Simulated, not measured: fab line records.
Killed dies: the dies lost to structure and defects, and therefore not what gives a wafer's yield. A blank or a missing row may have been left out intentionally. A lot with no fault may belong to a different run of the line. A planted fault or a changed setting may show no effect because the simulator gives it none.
Which of the tools did it? | flow nand-harc | 24 lots with 72 wafers sampled at 6 steps, on a route of 1159 steps

## WHAT THE GAUGES READ, wafer by wafer
NHARC_A_STAIRCASE_INSPECT_155. Usual: raw-defect-count reads 367 (standard deviation 120).
lot  | measured     | on                | raw-defect-count | flag
L075 | day 14 02:09 | defect-inspect-01 | 166 271 194      |
L074 | day 14 01:41 | defect-inspect-01 | 415 420 241      |
L076 | day 14 11:04 | defect-inspect-01 | 338 679 282      |
L077 | day 14 12:28 | defect-inspect-01 | 333 540 294      |
L079 | day 14 17:13 | defect-inspect-01 | 742 378 490      |
L078 | day 14 17:21 | defect-inspect-01 | 554 295 227      |
L080 | day 15 08:25 | defect-inspect-02 | 246 277 382      |
L081 | day 15 08:25 | defect-inspect-01 | 348 439 276      |
L082 | day 16 02:13 | defect-inspect-02 | 239 400 396      |
L083 | day 16 02:23 | defect-inspect-02 | 207 283 543      |
L085 | day 16 04:44 | defect-inspect-01 | 416 535 504      |
L084 | day 16 04:27 | defect-inspect-02 | 277 586 310      |
L086 | day 16 14:07 | defect-inspect-01 | 473 401 654      |
L088 | day 17 01:45 | defect-inspect-01 | 464 422 607      |
L087 | day 17 01:42 | defect-inspect-02 | 426 298 291      |
L090 | day 18 07:16 | defect-inspect-02 | 192 185 154      |
L091 | day 18 08:14 | defect-inspect-02 | 403 256 317      |
L089 | day 18 07:06 | defect-inspect-01 | 456 216 353      |
L092 | day 18 09:46 | defect-inspect-01 | 423 564 397      |
L093 | day 18 12:25 | defect-inspect-01 | 252 387 262      |
L094 | day 18 18:53 | defect-inspect-01 | 275 307 257      |
L097 | day 19 00:04 | defect-inspect-02 | 294 367 343      |
L095 | day 19 00:17 | defect-inspect-02 | 280 318 319      |
L096 | day 19 00:38 | defect-inspect-01 | 307 526 319      |

NHARC_A_SGD_CUT_INSPECT_11. Usual: raw-defect-count reads 18 (standard deviation 11).
lot  | measured     | on                | raw-defect-count | flag
L075 | day 14 02:56 | defect-inspect-01 | 3 10 2           |
L074 | day 14 02:35 | defect-inspect-01 | 21 16 18         |
L076 | day 14 11:59 | defect-inspect-02 | 9 9 6            |
L077 | day 14 13:23 | defect-inspect-02 | 11 12 14         |
L079 | day 14 18:07 | defect-inspect-01 | 8 14 11          |
L078 | day 14 18:19 | defect-inspect-02 | 33 19 23         |
L080 | day 15 09:29 | defect-inspect-01 | 29 36 26         |
L081 | day 15 09:20 | defect-inspect-01 | 7 5 3            |
L082 | day 16 03:00 | defect-inspect-01 | 8 7 11           |
L083 | day 16 03:18 | defect-inspect-01 | 21 33 30         |
L085 | day 16 05:39 | defect-inspect-01 | 7 9 7            |
L084 | day 16 05:16 | defect-inspect-02 | 32 23 24         |
L086 | day 16 15:04 | defect-inspect-02 | 13 10 13         |
L088 | day 17 02:47 | defect-inspect-01 | 30 38 41         |
L087 | day 17 02:37 | defect-inspect-02 | 33 31 27         |
L090 | day 18 08:13 | defect-inspect-01 | 2 7 8            |
L091 | day 18 09:10 | defect-inspect-01 | 21 27 25         |
L089 | day 18 07:53 | defect-inspect-01 | 35 36 34         |
L092 | day 18 10:58 | defect-inspect-02 | 35 28 31         |
L093 | day 18 13:13 | defect-inspect-01 | 7 10 12          |
L094 | day 18 19:40 | defect-inspect-01 | 5 9 10           |
L097 | day 19 01:05 | defect-inspect-01 | 35 29 28         |
L095 | day 19 01:14 | defect-inspect-02 | 6 8 12           |
L096 | day 19 01:33 | defect-inspect-01 | 13 15 11         |

## WHICH TOOL RAN EACH LOT (tool, then ch and the chambers of the sampled wafers, then the start)
lot  | NHARC_A_STAIRCASE_ETCH_294                    | NHARC_A_STAIRCASE_ETCH_313         | NHARC_A_STAIRCASE_STRIP_476        | NHARC_A_STAIRCASE_DEP_325
L075 | rie-diel-07 ch 0,2,3, day 12 03:32 or earlier | rie-diel-01 ch 1,3, day 12 03:32   | rie-diel-02 ch 0,3, day 12 07:40   | pecvd-04 ch 0,2, day 13 12:43
L074 | rie-diel-07 ch 0,2, day 12 04:59 or earlier   | rie-diel-01 ch 0,1,3, day 12 04:59 | rie-diel-01 ch 0,2, day 12 09:44   | pecvd-01 ch 0,1, day 13 12:41
L076 | rie-diel-01 ch 0,1,3, day 12 06:39 or earlier | rie-diel-01 ch 0,2, day 12 06:39   | rie-diel-01 ch 1,2, day 12 10:43   | pecvd-03 ch 0,2, day 13 19:41
L077 | rie-diel-02 ch 1,2, day 12 12:23 or earlier   | rie-diel-01 ch 0,1,2, day 12 12:23 | rie-diel-01 ch 0,1, day 12 16:18   | pecvd-04 ch 0,1,2, day 13 19:52
L079 | rie-diel-02 ch 1,3, day 12 18:51 or earlier   | rie-diel-01 ch 1,3, day 12 18:51   | rie-diel-07 ch 1,2,3, day 12 22:49 | pecvd-01 ch 0,1,2, day 14 02:30
L078 | rie-diel-07 ch 0,2,3, day 12 20:30 or earlier | rie-diel-02 ch 1,2,3, day 12 20:30 | rie-diel-01 ch 1,2, day 13 00:26   | pecvd-04 ch 0,2, day 14 02:31
L080 | rie-diel-02 ch 0,1,2, day 13 08:17 or earlier | rie-diel-01 ch 0,2,3, day 13 08:17 | rie-diel-01 ch 0,1,3, day 13 12:22 | pecvd-04 ch 0,1,2, day 14 18:23
L081 | rie-diel-01 ch 0,1, day 13 10:02 or earlier   | rie-diel-01 ch 1,2, day 13 10:02   | rie-diel-07 ch 0,3, day 13 14:04   | pecvd-01 ch 0,1, day 14 18:23
L082 | rie-diel-01 ch 0,2,3, day 14 02:49 or earlier | rie-diel-02 ch 0,1,3, day 14 02:49 | rie-diel-02 ch 0,1,2, day 14 06:59 | pecvd-04 ch 0,1, day 15 13:23
L083 | rie-diel-07 ch 0,2,3, day 14 03:10 or earlier | rie-diel-02 ch 0,1,3, day 14 03:10 | rie-diel-02 ch 1,2,3, day 14 07:54 | pecvd-03 ch 0,1,2, day 15 13:23
L085 | rie-diel-01 ch 1,3, day 14 03:29 or earlier   | rie-diel-02 ch 0,1, day 14 03:29   | rie-diel-02 ch 0,1,2, day 14 08:08 | pecvd-01 ch 0,1,2, day 15 13:58
L084 | rie-diel-02 ch 0,1, day 14 05:11 or earlier   | rie-diel-02 ch 1,2,3, day 14 05:11 | rie-diel-07 ch 0,1,3, day 14 09:24 | pecvd-01 ch 0,1,2, day 15 13:34
L086 | rie-diel-02 ch 1,2,3, day 14 18:08 or earlier | rie-diel-01 ch 1,2, day 14 18:08   | rie-diel-01 ch 0,2,3, day 14 22:06 | pecvd-01 ch 0,1, day 16 01:28
L088 | rie-diel-01 ch 1,2,3, day 14 22:31 or earlier | rie-diel-01 ch 1,2,3, day 14 22:31 | rie-diel-01 ch 1,2,3, day 15 03:58 | pecvd-03 ch 0,1, day 16 12:40
L087 | rie-diel-01 ch 2,3, day 15 01:05 or earlier   | rie-diel-01 ch 0,1,2, day 15 01:05 | rie-diel-01 ch 0,3, day 15 05:19   | pecvd-04 ch 1,2, day 16 12:30
L090 | rie-diel-01 ch 0,1, day 16 04:05 or earlier   | rie-diel-01 ch 0,1, day 16 04:05   | rie-diel-01 ch 0,2, day 16 08:02   | pecvd-03 ch 0,1, day 17 14:40
L091 | rie-diel-02 ch 0,3, day 16 05:26 or earlier   | rie-diel-07 ch 0,1,3, day 16 05:26 | rie-diel-02 ch 1,2, day 16 09:31   | pecvd-04 ch 0,1,2, day 17 15:31
L089 | rie-diel-07 ch 1,2,3, day 16 05:55 or earlier | rie-diel-01 ch 0,2,3, day 16 05:55 | rie-diel-02 ch 2,3, day 16 10:07   | pecvd-01 ch 0,1,2, day 17 14:56
L092 | rie-diel-02 ch 1,2,3, day 16 07:20 or earlier | rie-diel-07 ch 0,1,3, day 16 07:20 | rie-diel-01 ch 1,2,3, day 16 11:25 | pecvd-04 ch 0,1,2, day 17 14:40
L093 | rie-diel-02 ch 1,3, day 16 11:08 or earlier   | rie-diel-01 ch 1,2, day 16 11:08   | rie-diel-01 ch 0,3, day 16 17:12   | pecvd-04 ch 1,2, day 17 22:04
L094 | rie-diel-02 ch 0,2,3, day 16 19:11 or earlier | rie-diel-07 ch 1,2,3, day 16 19:11 | rie-diel-01 ch 0,1,3, day 16 23:11 | pecvd-01 ch 0,1,2, day 18 03:53
L097 | rie-diel-01 ch 1,3, day 17 02:38 or earlier   | rie-diel-02 ch 0,2,3, day 17 02:38 | rie-diel-02 ch 1,2, day 17 06:40   | pecvd-01 ch 0,1,2, day 18 09:49
L095 | rie-diel-02 ch 0,1,3, day 17 02:49 or earlier | rie-diel-01 ch 2,3, day 17 02:49   | rie-diel-01 ch 1,2, day 17 08:06   | pecvd-03 ch 1,2, day 18 09:43
L096 | rie-diel-01 ch 0,1,3, day 17 05:46 or earlier | rie-diel-01 ch 0,2,3, day 17 05:46 | rie-diel-02 ch 0,2,3, day 17 09:46 | pecvd-04 ch 0,1,2, day 18 09:51
- NHARC_A_STAIRCASE_ETCH_294: etches the open film in C4F8/O2/Ar, target depth 4992 nm, time 1212.4 s.
- NHARC_A_STAIRCASE_ETCH_313: etches the open film in CF4/CHF3.
- NHARC_A_STAIRCASE_STRIP_476: strips in O2, time 20 s.
- NHARC_A_STAIRCASE_DEP_325: deposits SiO2, target thk 3800 nm.

## AS READ BY THE TOOLS THEMSELVES (means over the sampled wafers that have a number; for cases with no such wafer, the mark the record gives instead)
NHARC_A_STAIRCASE_ETCH_294. Usual: oes-product-au 0.937 a.u., standard deviation 0.013; rf-vpp-V 1824 V, standard deviation 10.
lot  | tool        | oes-product-au (a.u.) | rf-vpp-V (V) | flag
L075 | rie-diel-07 | 0.942                 | 1835         |
L074 | rie-diel-07 | 0.935                 | 1830         |
L076 | rie-diel-01 | 0.944                 | 1818         |
L077 | rie-diel-02 | 0.935                 | 1829         |
L079 | rie-diel-02 | 0.942                 | 1824         |
L078 | rie-diel-07 | 0.948                 | 1835         |
L080 | rie-diel-02 | 0.924                 | 1824         |
L081 | rie-diel-01 | 0.940                 | 1823         |
L082 | rie-diel-01 | 0.928                 | 1815         |
L083 | rie-diel-07 | 0.936                 | 1834         |
L085 | rie-diel-01 | 0.926                 | 1812         |
L084 | rie-diel-02 | 0.940                 | 1822         |
L086 | rie-diel-02 | 0.941                 | 1826         |
L088 | rie-diel-01 | 0.933                 | 1823         |
L087 | rie-diel-01 | 0.959                 | 1836         |
L090 | rie-diel-01 | 0.935                 | 1822         |
L091 | rie-diel-02 | 0.929                 | 1818         |
L089 | rie-diel-07 | 0.954                 | 1832         |
L092 | rie-diel-02 | 0.943                 | 1825         |
L093 | rie-diel-02 | 0.937                 | 1823         |
L094 | rie-diel-02 | 0.923                 | 1822         |
L097 | rie-diel-01 | 0.924                 | 1812         |
L095 | rie-diel-02 | 0.939                 | 1820         |
L096 | rie-diel-01 | 0.944                 | 1816         |

NHARC_A_STAIRCASE_ETCH_313. Usual: drypump-motor-current-A 5.73 A, standard deviation 0.26; oes-product-au 0.940 a.u., standard deviation 0.022; rf-vpp-V 369.7 V, standard deviation 2.4; showerhead-plenum-p-Torr 1.55 Torr, standard deviation 0.069; throttle-valve-pct 16.804 %, standard deviation 0.0086.
lot  | tool        | drypump-motor-current-A (A) | oes-product-au (a.u.) | rf-vpp-V (V) | showerhead-plenum-p-Torr (Torr) | throttle-valve-pct (%) | flag
L075 | rie-diel-01 | 5.76                        | 0.959                 | 368.7        | 1.49                            | 16.798                 |
L074 | rie-diel-01 | 5.66                        | 0.956                 | 368.5        | 1.52                            | 16.805                 |
L076 | rie-diel-01 | 5.67                        | 0.938                 | 368.0        | 1.50                            | 16.808                 |
L077 | rie-diel-01 | 5.57                        | 0.940                 | 368.3        | 1.51                            | 16.801                 |
L079 | rie-diel-01 | 5.73                        | 0.922                 | 368.1        | 1.49                            | 16.805                 |
L078 | rie-diel-02 | 5.74                        | 0.917                 | 371.0        | 1.57                            | 16.807                 |
L080 | rie-diel-01 | 5.77                        | 0.931                 | 368.1        | 1.51                            | 16.796                 |
L081 | rie-diel-01 | 5.57                        | 0.937                 | 367.6        | 1.47                            | 16.802                 |
L082 | rie-diel-02 | 5.81                        | 0.925                 | 369.5        | 1.54                            | 16.795                 |
L083 | rie-diel-02 | 5.80                        | 0.932                 | 369.5        | 1.54                            | 16.804                 |
L085 | rie-diel-02 | 6.05                        | 0.930                 | 369.1        | 1.53                            | 16.802                 |
L084 | rie-diel-02 | 5.74                        | 0.927                 | 369.9        | 1.57                            | 16.801                 |
L086 | rie-diel-01 | 5.59                        | 0.990                 | 372.9        | 1.63                            | 16.806                 |
L088 | rie-diel-01 | 5.65                        | 0.927                 | 369.5        | 1.56                            | 16.800                 |
L087 | rie-diel-01 | 5.58                        | 0.927                 | 371.1        | 1.59                            | 16.807                 |
L090 | rie-diel-01 | 5.56                        | 0.928                 | 369.6        | 1.55                            | 16.802                 |
L091 | rie-diel-07 | 5.78                        | 0.938                 | 371.4        | 1.62                            | 16.805                 |
L089 | rie-diel-01 | 5.77                        | 0.938                 | 371.2        | 1.59                            | 16.810                 |
L092 | rie-diel-07 | 5.78                        | 0.984                 | 371.7        | 1.62                            | 16.807                 |
L093 | rie-diel-01 | 5.47                        | 0.958                 | 369.0        | 1.55                            | 16.802                 |
L094 | rie-diel-07 | 5.94                        | 0.979                 | 371.6        | 1.60                            | 16.813                 |
L097 | rie-diel-02 | 5.68                        | 0.915                 | 370.3        | 1.54                            | 16.801                 |
L095 | rie-diel-01 | 5.86                        | 0.950                 | 369.8        | 1.55                            | 16.807                 |
L096 | rie-diel-01 | 5.77                        | 0.920                 | 370.8        | 1.58                            | 16.807                 |

NHARC_A_STAIRCASE_STRIP_476. Usual: drypump-motor-current-A 5.75 A, standard deviation 0.27; oes-product-au 1.003 a.u., standard deviation 0.013; rf-vpp-V 57.7 V, standard deviation 0.9; showerhead-plenum-p-Torr 3.48 Torr, standard deviation 0.14; throttle-valve-pct 17.036 %, standard deviation 0.0093.
lot  | tool        | drypump-motor-current-A (A) | oes-product-au (a.u.) | rf-vpp-V (V) | showerhead-plenum-p-Torr (Torr) | throttle-valve-pct (%) | flag
L075 | rie-diel-02 | 5.77                        | 1.001                 | 57.5         | 3.42                            | 17.031                 |
L074 | rie-diel-01 | 5.71                        | 1.012                 | 58.4         | 3.46                            | 17.038                 |
L076 | rie-diel-01 | 5.50                        | 1.007                 | 57.7         | 3.31                            | 17.032                 |
L077 | rie-diel-01 | 5.47                        | 1.020                 | 56.9         | 3.40                            | 17.035                 |
L079 | rie-diel-07 | 5.91                        | 1.008                 | 57.9         | 3.61                            | 17.033                 |
L078 | rie-diel-01 | 5.62                        | 1.011                 | 57.6         | 3.29                            | 17.038                 |
L080 | rie-diel-01 | 5.67                        | 1.009                 | 57.1         | 3.41                            | 17.033                 |
L081 | rie-diel-07 | 5.98                        | 1.009                 | 58.7         | 3.67                            | 17.031                 |
L082 | rie-diel-02 | 5.98                        | 1.005                 | 57.6         | 3.48                            | 17.032                 |
L083 | rie-diel-02 | 5.74                        | 1.003                 | 59.0         | 3.51                            | 17.030                 |
L085 | rie-diel-02 | 5.98                        | 1.002                 | 57.7         | 3.48                            | 17.039                 |
L084 | rie-diel-07 | 5.79                        | 1.006                 | 57.2         | 3.64                            | 17.031                 |
L086 | rie-diel-01 | 5.79                        | 1.003                 | 57.4         | 3.56                            | 17.035                 |
L088 | rie-diel-01 | 5.69                        | 1.010                 | 57.4         | 3.48                            | 17.026                 |
L087 | rie-diel-01 | 5.77                        | 1.002                 | 57.6         | 3.47                            | 17.035                 |
L090 | rie-diel-01 | 5.70                        | 1.006                 | 57.7         | 3.62                            | 17.044                 |
L091 | rie-diel-02 | 5.91                        | 0.998                 | 56.9         | 3.53                            | 17.035                 |
L089 | rie-diel-02 | 5.44                        | 0.991                 | 57.9         | 3.49                            | 17.040                 |
L092 | rie-diel-01 | 5.68                        | 1.002                 | 58.4         | 3.48                            | 17.040                 |
L093 | rie-diel-01 | 5.77                        | 1.005                 | 57.5         | 3.46                            | 17.033                 |
L094 | rie-diel-01 | 5.67                        | 0.994                 | 57.9         | 3.39                            | 17.035                 |
L097 | rie-diel-02 | 6.06                        | 1.000                 | 56.9         | 3.50                            | 17.037                 |
L095 | rie-diel-01 | 5.64                        | 0.993                 | 58.8         | 3.63                            | 17.043                 |
L096 | rie-diel-02 | 5.68                        | 0.989                 | 57.9         | 3.46                            | 17.038                 |

NHARC_A_STAIRCASE_DEP_325. Usual: heater-power-w reads 642 W (standard deviation 80).
lot  | tool     | heater-power-w (W) | flag
L075 | pecvd-04 | 653                |
L074 | pecvd-01 | 696                |
L076 | pecvd-03 | 571                |
L077 | pecvd-04 | 609                |
L079 | pecvd-01 | 627                |
L078 | pecvd-04 | 682                |
L080 | pecvd-04 | 667                |
L081 | pecvd-01 | 602                |
L082 | pecvd-04 | 625                |
L083 | pecvd-03 | 623                |
L085 | pecvd-01 | 611                |
L084 | pecvd-01 | 603                |
L086 | pecvd-01 | 653                |
L088 | pecvd-03 | 639                |
L087 | pecvd-04 | 673                |
L090 | pecvd-03 | 634                |
L091 | pecvd-04 | 605                |
L089 | pecvd-01 | 689                |
L092 | pecvd-04 | 737                |
L093 | pecvd-04 | 686                |
L094 | pecvd-01 | 637                |
L097 | pecvd-01 | 642                |
L095 | pecvd-03 | 644                |
L096 | pecvd-04 | 704                |

## THE ANSWER, worked out from the rows above alone
Rule: a lot counts as off when the mean over its wafers that have a number is more than 3 standard deviations away from the usual mean. Also off: a lot with no number at a reading for which 4 or more lots have one. Any other lot the step has rows for is counted as sound. Order of review: gauges by route order, followed by the tools' own readings, for which a lot's mean as printed above is used. The first step at which some lot is off is used, and at that step the reading that is off furthest; a lot without a number counts as furthest.
None of the lots is off at any reading shown; this tells nothing.

## WHAT THE SIMULATOR PUT IN
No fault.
